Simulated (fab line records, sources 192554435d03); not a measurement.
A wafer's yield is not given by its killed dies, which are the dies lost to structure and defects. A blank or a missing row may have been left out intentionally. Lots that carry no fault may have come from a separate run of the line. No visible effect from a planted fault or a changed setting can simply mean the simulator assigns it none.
Chamber matching	flow n5_finfet	N5_BEOL_M0_SAQP_PECVD_96 on pecvd-04 has 3 sister chambers
The step deposits a-Si from SiH4/He, target thk 45 nm, time 45.2 s. 6 wafers are shown with their chamber, then 10 later ones without.

WAFERS PAIRED WITH THEIR CHAMBERS
wafer	chamber	showerhead_plenum_p_Torr (Torr)	heater_power_w (W)
L091.5	0	5.73	620
L091.6	1	5.69	716
L092.1	0	5.73	589
L092.4	2	5.83	770
L093.2	2	5.81	838
L093.4	1	5.68	775

WAFERS WITH NO CHAMBER GIVEN
wafer	showerhead_plenum_p_Torr (Torr)	heater_power_w (W)
L093.6	5.73	681
L094.2	5.73	636
L094.3	5.69	767
L094.5	5.75	657
L095.1	5.81	778
L095.4	5.69	681
L095.6	5.74	689
L097.2	5.69	774
L097.5	5.73	630
L097.6	5.69	783

THE CHAMBER EACH PASSED THROUGH
wafer	from the rows above	in truth
L093.6	0	0
L094.2	0	0
L094.3	1	1
L094.5	0	0
L095.1	2	2
L095.4	1	1
L095.6	0	0
L097.2	1	1
L097.5	0	0
L097.6	1	1
Correctly placed: 10 of 10. Left unplaced by these rows: 0. Number placed wrongly: 0.
How it was worked out, from the rows above alone: a wafer's distance from a chamber is the root of the sum, over the readings, of the square of ((its reading less the chamber's mean) divided by the reading's scatter). The wafer belongs to the nearest chamber; if the next one is less than 2 further off, it can't be placed. A chamber's mean is the mean of its shown wafers. The scatter: the root of (the sum of the squares of (reading less its chamber's mean) over the shown wafers, divided by (wafers less chambers)).
